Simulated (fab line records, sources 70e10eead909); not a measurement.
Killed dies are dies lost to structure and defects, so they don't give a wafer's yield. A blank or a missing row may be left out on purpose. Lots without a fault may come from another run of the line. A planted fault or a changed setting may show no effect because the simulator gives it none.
Problem report in the 8D (eight disciplines) form, filled by code | flow nand_harc | the parts of the form that need people (team, actions taken, sign-off) are left out

1. THE PROBLEM
thk_nm at NHARC_A_ONON_D1_THK_MEAS_05 reads a mean of 359 nm on 3 wafers of 3 lots; wafers without a fault read 1000 nm with a standard deviation of 7.8. That is -82 standard deviations from the usual mean.
The step: measures by ellipsometry.
First seen on wafer L609.4, day 10 03:22, on film_metro-02. The record holds 42 wafers of 15 lots with a number at this step. Rule for "out", or "out of limits": more than 4 standard deviations from the usual mean. The other wafers with a number count as sound.

2. WHAT IT IS AND WHAT IT IS NOT
question                    | is                     | is not
which readings at this step | thk_nm                 | -
which lots                  | L609, L610, L611       | L599, L600, L602, L612, L613, L614, L617, L618, L619, L620, L621, L622
which wafers of those lots  | L609.4, L610.6, L611.4 | L609.3, L610.3, L611.3
read on which gauges        | film_metro-02          | film_metro-01
when                        | from day 10 03:22      | up to then (10 sound wafers); but 29 sound wafers of L610, L611, L612, L613, L614, L617, L618, L619, L620, L621, L622 came after

3. SUSPECTS, AND WHAT RULES EACH OUT
Counting: a tool at a process step up to the reading stays a suspect if it ran every lot that is out. Sound lots after the first of them don't rule it out here, since some wafers of a struck lot are sound.
- the gauge at NHARC_A_ONON_D1_THK_MEAS_05: ruled out. All the wafers that are out were read on film_metro-02, but those of them that NHARC_END_SORT_01 has rows for are out there too, on other tools.
- pecvd_onon-03 at NHARC_A_ONON_D1_DEP_03 (target thk 1000 nm): kept. It ran every lot that is out, first L609 (day 10 02:59).
Left after counting: pecvd_onon-03 at NHARC_A_ONON_D1_DEP_03.

4. THE CAUSE (what the simulator had put in)
Process parameter drift: pecvd_onon-03, from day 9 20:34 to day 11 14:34, at NHARC_A_ONON_D1_DEP_03. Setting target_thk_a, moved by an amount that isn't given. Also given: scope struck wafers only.
Counting left only this tool.

5. THE CHAIN OF EFFECTS, in route order
Each row: a reading whose mean over the struck wafers that have a number lies more than 3 standard deviations from the usual. Only readings for which the record gives a usual standard deviation are gone through. hours: the time from each lot's start at the first step in this table that gives one to its start at this step, as a median over the lots. sigmas: the change in usual standard deviations.
hours | step                        | reading         | usual   | on struck wafers | change | sigmas
0     | NHARC_A_ONON_D1_THK_MEAS_05 | thk_nm          | 1000 nm | 359              | -641   | -82
282   | NHARC_END_SORT_01           | killed_at_array | 25      | 672              | +647   | +70
282   | NHARC_END_SORT_01           | killed_dies     | 30      | 677              | +647   | +67

6. WHAT WOULD HAVE CAUGHT IT SOONER
In this record the first reading out of limits at a measuring or inspecting step was taken at day 10 03:22, 7 hours after the fault began at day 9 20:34.
Of the tool readings at NHARC_A_ONON_D1_DEP_03 for which the record gives a usual standard deviation, none was out on any struck wafer, so an alarm limit of 4 standard deviations on them would not have fired.
Of the lots that are out (3), L611, L610 began NHARC_A_ONON_D1_DEP_03 on pecvd_onon-03 after day 10 03:22. A hold on the tool at that time would have spared those 2.
